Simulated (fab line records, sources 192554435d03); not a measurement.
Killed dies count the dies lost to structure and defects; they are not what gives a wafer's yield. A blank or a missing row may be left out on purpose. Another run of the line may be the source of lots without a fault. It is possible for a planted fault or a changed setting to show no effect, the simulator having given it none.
2 desks, one fault || flow n5Finfet || only its own numbers are on each desk; what lay behind them is given at the end

## DESK OF THE TOOL OWNER: cmp-04
The tool's own readings at N5_BEOL_M4_CMP_52 (polishes, stops on SiOC, t overpolish 6.8 s, target thk 40 nm): means of the sampled wafers that have a number, for each lot that ran on this tool. Any lot whose mean is over 4 standard deviations away from the usual mean is out of limits and marked OUT; that distance is given in the brackets.
Columns: A = barrierFieldEndpointS at N5_BEOL_M4_CMP_52, usual 24.6 s; B = motorCurrentA at N5_BEOL_M4_CMP_52, usual 6.0 A; C = overpolishRunS at N5_BEOL_M4_CMP_52, usual 6.799 s; D = slurryFilterDpKPa at N5_BEOL_M4_CMP_52, usual 13.50 kPa; E = timeToEndpointS at N5_BEOL_M4_CMP_52, usual 62.6 s
{"lot": "L559", "first seen here": "day 8 05:19", "A": 25.1, "B": 5.7, "C": 6.796, "D": 13.54, "E": 63.1}
{"lot": "L565", "first seen here": "day 9 09:28", "A": 25.2, "B": 6.0, "C": 6.803, "D": 13.50, "E": 65.3}
{"lot": "L568", "first seen here": "day 13 06:54", "A": 24.8, "B": 6.2, "C": 6.796, "D": 13.47, "E": 64.6}
{"lot": "L570", "first seen here": "day 14 07:27", "A": 24.2, "B": 6.1, "C": 6.805, "D": 13.49, "E": 64.1}
Finding of this desk: none of the 4 lots has anything out of limits.

## THE DEFECT DESK
For each lot, the counts of the inspections along the route, averaged over the sampled wafers that have a number. Any lot whose mean is over 4 standard deviations away from the usual mean is out of limits and marked OUT; that distance is given in the brackets.
Columns: A = rawDefectCount at N5_BEOL_M4_INSPECT_59, usual 68
{"lot": "L558", "first seen here": "day 8 05:21", "A": 83}
{"lot": "L559", "first seen here": "day 8 05:52", "A": 55}
{"lot": "L560", "first seen here": "day 8 14:50", "A": 89}
{"lot": "L565", "first seen here": "day 9 10:03", "A": 55}
{"lot": "L578", "first seen here": "day 12 23:56", "A": 64}
{"lot": "L577", "first seen here": "day 13 01:21", "A": 63}
{"lot": "L568", "first seen here": "day 13 07:26", "A": 143}
{"lot": "L574", "first seen here": "day 14 01:23", "A": 73}
{"lot": "L570", "first seen here": "day 14 08:02", "A": "166 (+5.2) OUT"}
{"lot": "L569", "first seen here": "day 14 14:38", "A": 75}
{"lot": "L580", "first seen here": "day 15 04:39", "A": 78}
This desk's finding: out of limits on L570; first on L570, day 14 08:02 (rawDefectCount at N5_BEOL_M4_INSPECT_59). L558, L559, L560, L565, L578, L577, L568, L574, L569, L580 stayed within limits.

## TAKEN TOGETHER
The defect desk could have raised an alarm at day 14 08:02, on L570.
The desk of the tool owner found nothing out of limits.
Tool owner's desk: L570 on record, inside its limits.
Every lot named ran N5_BEOL_M4_CMP_52 on cmp-04.

## WHAT THE SIMULATOR HAD PUT IN
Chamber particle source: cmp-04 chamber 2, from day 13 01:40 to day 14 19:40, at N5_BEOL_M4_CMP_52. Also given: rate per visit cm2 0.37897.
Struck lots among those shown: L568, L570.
Hours from the fault's start to each desk's first reading out of limits: the defect desk, 30.
